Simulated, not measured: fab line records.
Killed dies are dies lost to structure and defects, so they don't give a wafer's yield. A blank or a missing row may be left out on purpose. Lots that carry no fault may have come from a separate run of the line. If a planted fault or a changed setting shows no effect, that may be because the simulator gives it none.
Chamber matching    flow n5Finfet    4 sister chambers for N5_BEOL_M11_DESCUM_16 on rieDiel-02
The step chemistry O2, time 7.9 s. 4 wafers are shown with their chamber, then 9 later ones without.

## EACH WAFER AND ITS CHAMBER
wafer   chamber  showerheadPlenumPTorr (Torr)
L085.1  1        2.19
L088.1  3        1.94
L088.2  0        2.01
L088.6  2        2.08

## WAFERS WITH NO CHAMBER GIVEN
wafer   showerheadPlenumPTorr (Torr)
L089.1  2.18
L089.2  2.01
L089.6  2.07
L092.1  2.18
L092.3  2.20
L092.5  2.00
L090.1  2.20
L090.3  2.00
L090.5  2.20

## THE CHAMBER EACH PASSED THROUGH
wafer    from the rows above   in truth
L089.1   1                     1
L089.2   0                     0
L089.6   2                     2
L092.1   1                     1
L092.3   1                     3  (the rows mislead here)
L092.5   0                     0
L090.1   1                     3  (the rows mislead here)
L090.3   0                     0
L090.5   1                     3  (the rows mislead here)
Correct placement for 6 of the 9. Left unplaced by these rows: 0. Placed wrongly: 3.
How it was worked out, from the rows above alone: a wafer's distance from a chamber is the root of the sum, over the readings, of the square of ((its reading less the chamber's mean) divided by the reading's scatter). The wafer belongs to the nearest chamber; if the next one is less than 2 further off, it can't be placed. A chamber's mean is the mean of its shown wafers. The scatter: root of mean squared gap, hidden wafer to nearest shown wafer, with one shown wafer a chamber.
